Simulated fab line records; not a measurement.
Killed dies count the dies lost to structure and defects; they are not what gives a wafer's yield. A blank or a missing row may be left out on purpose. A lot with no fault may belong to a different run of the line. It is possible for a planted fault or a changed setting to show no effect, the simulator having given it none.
Which tool is to blame?    flow nand_harc    12 lots, 36 wafers sampled, at 5 steps of a route of 1159

== WHAT THE GAUGES SHOWED, per wafer ==
NHARC_END_SORT_01. Usual: killed_at_array 29, standard deviation 11; killed_at_other 0.5, standard deviation 0.8; killed_at_periphery 3.5, standard deviation 2.8; killed_dies 33, standard deviation 12; killed_open 3.1, standard deviation 1.8; killed_short 1.8, standard deviation 1.4.
lot   measured      on         killed_at_array  killed_at_other  killed_at_periphery  killed_dies  killed_open  killed_short  flag
L455  day 21 06:13  prober-01  673 676 671      0 0 0            4 1 6                677 677 677  1 0 3        3 4 0         OFF
L454  day 21 14:41  prober-02  675 671 668      2 3 2            0 3 7                677 677 677  5 5 5        2 2 2         OFF

== WHAT TOOL EACH LOT RAN ON (gives the tool, then ch and the chambers of the sampled wafers, and finally the start) ==
lot   NHARC_A_CONTACT_DESCUM_13           NHARC_A_CONTACT_ETCH_134              NHARC_A_CONTACT_ETCH_137              NHARC_A_CONTACT_ALD_18
L449  rie_diel-10 ch 0,1, day 17 10:50    har_cap_etch-01 ch 0,1, day 17 12:02  har_cap_etch-01 ch 0,1, day 17 12:29  ald_metal-03 ch 2,3, day 17 14:47
L450  rie_diel-10 ch 0,2, day 17 16:53    har_cap_etch-01 ch 0,1, day 17 19:07  har_cap_etch-01 ch 0,1, day 17 19:33  ald_metal-01 ch 0,2, day 17 21:23
L448  rie_diel-06 ch 1,2,3, day 17 18:50  har_cap_etch-02 ch 0,1, day 17 20:19  har_cap_etch-02 ch 0,1, day 17 20:46  ald_metal-03 ch 0,1,2, day 17 22:37
L455  rie_diel-10 ch 0,1, day 18 08:24    har_cap_etch-01 ch 0,1, day 18 11:25  har_cap_etch-01 ch 0,1, day 18 12:01  ald_metal-02 ch 1,2,3, day 18 14:07
L454  rie_diel-03 ch 1,2, day 18 11:49    har_cap_etch-03 ch 0,1, day 18 12:55  har_cap_etch-03 ch 0,1, day 18 13:19  ald_metal-03 ch 0,1, day 18 15:05
L457  rie_diel-03 ch 0,1,3, day 19 14:22  har_cap_etch-03 ch 0,1, day 19 15:38  har_cap_etch-03 ch 0,1, day 19 16:04  ald_metal-03 ch 0,1,2, day 19 17:56
L466  rie_diel-06 ch 0,1, day 21 11:11    har_cap_etch-02 ch 0,1, day 21 12:13  har_cap_etch-02 ch 0,1, day 21 12:38  ald_metal-02 ch 1,2, day 21 14:32
L465  rie_diel-10 ch 0,1,3, day 21 11:26  har_cap_etch-03 ch 0,1, day 21 12:29  har_cap_etch-03 ch 0,1, day 21 12:54  ald_metal-01 ch 0,1, day 21 14:49
L467  rie_diel-03 ch 0,1,2, day 21 19:25  har_cap_etch-02 ch 0, day 21 20:26    har_cap_etch-02 ch 0, day 21 20:52    ald_metal-01 ch 0,1,2, day 21 22:48
L470  rie_diel-10 ch 0,2,3, day 22 08:47  har_cap_etch-02 ch 0,1, day 22 12:38  har_cap_etch-02 ch 0,1, day 22 13:03  ald_metal-02 ch 0,1,2, day 22 15:11
L468  rie_diel-03 ch 0,2,3, day 22 11:44  har_cap_etch-03 ch 0,1, day 22 12:47  har_cap_etch-03 ch 0,1, day 22 13:14  ald_metal-03 ch 0,2,3, day 22 15:37
L471  rie_diel-03 ch 2,3, day 22 22:23    har_cap_etch-03 ch 0,1, day 22 23:29  har_cap_etch-03 ch 0,1, day 22 23:56  ald_metal-02 ch 0,3, day 23 01:48
- NHARC_A_CONTACT_DESCUM_13: chemistry O2, time 3 s.
- NHARC_A_CONTACT_ETCH_134: etches the open film in C4F8/O2/Ar, time 140 s, target depth 700 nm.
- NHARC_A_CONTACT_ETCH_137: etches the open film in C4F8/O2/Ar, time 132 s, target depth 1287 nm.
- NHARC_A_CONTACT_ALD_18: deposits TiN, target thk 3 nm, pulse time 1 s, ald cycles 150.

== AS READ BY THE TOOLS THEMSELVES (means over the sampled wafers that have a number; for cases with no such wafer, the mark the record gives instead) ==
NHARC_A_CONTACT_DESCUM_13. Usual: drypump_motor_current_A 5.8 A, standard deviation 0.45; oes_product_au 1.002 a.u., standard deviation 0.011; rf_vpp_V 57.7 V, standard deviation 0.87; showerhead_plenum_p_Torr 1.91 Torr, standard deviation 0.067; throttle_valve_pct 11.312 %, standard deviation 0.0076.
lot   tool         drypump_motor_current_A (A)  oes_product_au (a.u.)  rf_vpp_V (V)  showerhead_plenum_p_Torr (Torr)  throttle_valve_pct (%)  flag
L449  rie_diel-10  5.9                          1.011                  57.2          1.92                             11.307                  
L450  rie_diel-10  5.7                          1.022                  57.2          1.95                             11.321                  
L448  rie_diel-06  5.7                          0.998                  58.3          1.89                             11.314                  
L455  rie_diel-10  6.3                          1.004                  57.9          1.88                             11.316                  
L454  rie_diel-03  5.7                          1.002                  57.0          1.89                             11.307                  
L457  rie_diel-03  5.9                          0.992                  57.0          1.87                             11.312                  
L466  rie_diel-06  6.0                          1.001                  57.7          1.91                             11.320                  
L465  rie_diel-10  5.8                          1.005                  57.0          1.87                             11.306                  
L467  rie_diel-03  5.9                          1.001                  58.3          1.90                             11.310                  
L470  rie_diel-10  5.6                          1.005                  58.3          1.90                             11.315                  
L468  rie_diel-03  5.9                          1.006                  57.8          1.94                             11.309                  
L471  rie_diel-03  5.6                          0.998                  58.8          1.99                             11.309                  

NHARC_A_CONTACT_ETCH_134. Usual: oes_air_line_au at 0.999 a.u., with a standard deviation of 0.019.
lot   tool             oes_air_line_au (a.u.)  flag
L449  har_cap_etch-01  0.996                   
L450  har_cap_etch-01  0.965                   
L448  har_cap_etch-02  1.003                   
L455  har_cap_etch-01  1.008                   
L454  har_cap_etch-03  1.003                   
L457  har_cap_etch-03  0.998                   
L466  har_cap_etch-02  0.998                   
L465  har_cap_etch-03  1.018                   
L467  har_cap_etch-02  0.999                   
L470  har_cap_etch-02  1.001                   
L468  har_cap_etch-03  1.003                   
L471  har_cap_etch-03  1.003                   

NHARC_A_CONTACT_ETCH_137. Usual: oes_air_line_au at 0.998 a.u., with a standard deviation of 0.019.
lot   tool             oes_air_line_au (a.u.)  flag
L449  har_cap_etch-01  0.986                   
L450  har_cap_etch-01  0.995                   
L448  har_cap_etch-02  0.996                   
L455  har_cap_etch-01  0.998                   
L454  har_cap_etch-03  0.992                   
L457  har_cap_etch-03  0.991                   
L466  har_cap_etch-02  1.005                   
L465  har_cap_etch-03  1.015                   
L467  har_cap_etch-02  1.001                   
L470  har_cap_etch-02  0.983                   
L468  har_cap_etch-03  1.004                   
L471  har_cap_etch-03  0.987                   

NHARC_A_CONTACT_ALD_18. Usual: heater_power_outer_w 701 W, standard deviation 77; heater_power_w 1109 W, standard deviation 110; precursor_pulse_height_rel 1.003, standard deviation 0.022; susceptor_temp_C 450.01 C, standard deviation 0.22.
lot   tool          heater_power_outer_w (W)  heater_power_w (W)  precursor_pulse_height_rel  susceptor_temp_C (C)  flag
L449  ald_metal-03  673                       1079                1.000                       450.14                
L450  ald_metal-01  695                       1124                1.005                       450.07                
L448  ald_metal-03  734                       1181                1.013                       -                     OFF
L455  ald_metal-02  -                         -                   -                           -                     OFF
L454  ald_metal-03  -                         -                   -                           -                     OFF
L457  ald_metal-03  741                       1187                0.993                       449.91                
L466  ald_metal-02  656                       1020                0.994                       450.07                
L465  ald_metal-01  651                       1064                0.986                       449.90                
L467  ald_metal-01  663                       1105                0.996                       449.84                
L470  ald_metal-02  665                       1030                1.003                       450.05                
L468  ald_metal-03  739                       1179                1.012                       449.76                
L471  ald_metal-02  716                       1107                1.000                       449.96                

== THE ANSWER, worked out from the rows above alone ==
Rule: lot off if the mean of its wafers having a number is beyond 3 standard deviations from the usual mean. A lot without any number at a reading at which 4 lots or more have one is off too. The other lots that the step has rows for count as sound. The gauges are gone through in route order, then the tools' own readings, and for those a lot's mean is taken as printed above. At the first step where some lot is off, the reading lying furthest off is the one used; lots without a number count as furthest.
Off: L455, L454, at NHARC_END_SORT_01 (killed_at_array). Neither off nor sound, because the step has no rows for them: L449, L450, L448, L457, L466, L465, L467, L470, L468, L471.
A tool fits if, at a process step before that reading, it ran every lot that is off, and no sound lot after the first of them. Not tried: the gauges at NHARC_END_SORT_01; whatever is off there is also off at NHARC_A_CONTACT_ALD_18, on other tools, and gauge error can't account for it. Of those tried, none fits.

== WHAT THE SIMULATOR HAD INSERTED ==
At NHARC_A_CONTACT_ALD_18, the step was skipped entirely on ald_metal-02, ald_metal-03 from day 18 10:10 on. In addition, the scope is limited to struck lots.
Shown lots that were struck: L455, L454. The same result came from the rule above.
